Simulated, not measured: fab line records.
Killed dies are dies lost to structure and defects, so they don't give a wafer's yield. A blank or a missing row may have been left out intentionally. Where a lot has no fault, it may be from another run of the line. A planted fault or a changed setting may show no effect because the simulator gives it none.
Matching of chambers -- flow n5_finfet -- 3 sister chambers for N5_BEOL_M10_CURE_72 on uv_cure-02
The step cures SiCOH lowk, time 120 s. 22 wafers are shown with their chamber, then 11 later ones without.

== EACH WAFER AND ITS CHAMBER ==
wafer,chamber,wafer_temp_C_max,lamp_power_pct (%)
L075.1,0,372.1,52.30
L075.3,0,371.7,52.28
L075.6,0,371.8,52.34
L078.2,2,372.2,52.31
L078.3,2,372.2,52.38
L078.5,2,372.6,52.32
L083.1,2,372.9,52.32
L083.3,2,372.3,52.28
L083.6,2,372.2,52.30
L084.1,1,371.8,52.22
L084.5,1,372.0,52.33
L084.6,1,371.7,52.32
L089.1,1,371.5,52.43
L089.3,1,371.4,52.20
L089.5,1,371.4,52.29
L090.3,2,372.4,52.31
L090.4,2,372.5,52.20
L090.6,2,372.4,52.29
L093.1,0,372.0,52.27
L093.3,0,372.3,52.26
L093.4,0,371.7,52.36
L093.2,0,372.0,52.37

SIGNATURES (means of the wafers above)
reading,chamber 0,chamber 1,chamber 2,scatter within a chamber
wafer_temp_C_max,371.943,371.633,372.411,0.232
lamp_power_pct,52.3114,52.2983,52.3011,0.0583
Rule: a wafer lies at a distance from a chamber equal to the root of the sum of squares, over the readings, of (its reading less the chamber's mean, divided by the reading's scatter). If the next closest chamber is less than 2 further off than the closest, the wafer can't be placed; otherwise it belongs to the closest. How the scatter is found: for the shown wafers, subtract from each reading the mean of its chamber, square and add these, divide the total by (wafers less chambers), then take the root.

== WAFERS WITHOUT THEIR CHAMBER ==
wafer,wafer_temp_C_max,lamp_power_pct (%)
L093.5,372.4,52.33
L093.6,372.1,52.36
L095.2,370.9,52.33
L095.3,372.4,52.21
L095.5,371.8,52.30
L094.1,371.9,52.35
L094.5,372.5,52.32
L094.6,371.7,52.31
L096.1,371.4,52.23
L096.2,371.6,52.29
L096.5,371.5,52.26

== THE CHAMBER EACH PASSED THROUGH ==
wafer,from the rows above,in truth
L093.5,can't be placed: 2 or 0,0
L093.6,can't be placed: 0 or 2 or 1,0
L095.2,can't be placed: 1 or 0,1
L095.3,can't be placed: 2 or 0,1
L095.5,can't be placed: 0 or 1 or 2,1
L094.1,can't be placed: 0 or 1 or 2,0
L094.5,can't be placed: 2 or 0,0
L094.6,can't be placed: 1 or 0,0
L096.1,can't be placed: 1 or 0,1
L096.2,can't be placed: 1 or 0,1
L096.5,can't be placed: 1 or 0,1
0 of 11 placed correctly. Can't be placed from these rows: 11 (the true chamber is among the candidates in 10). Wrongly placed: 0.
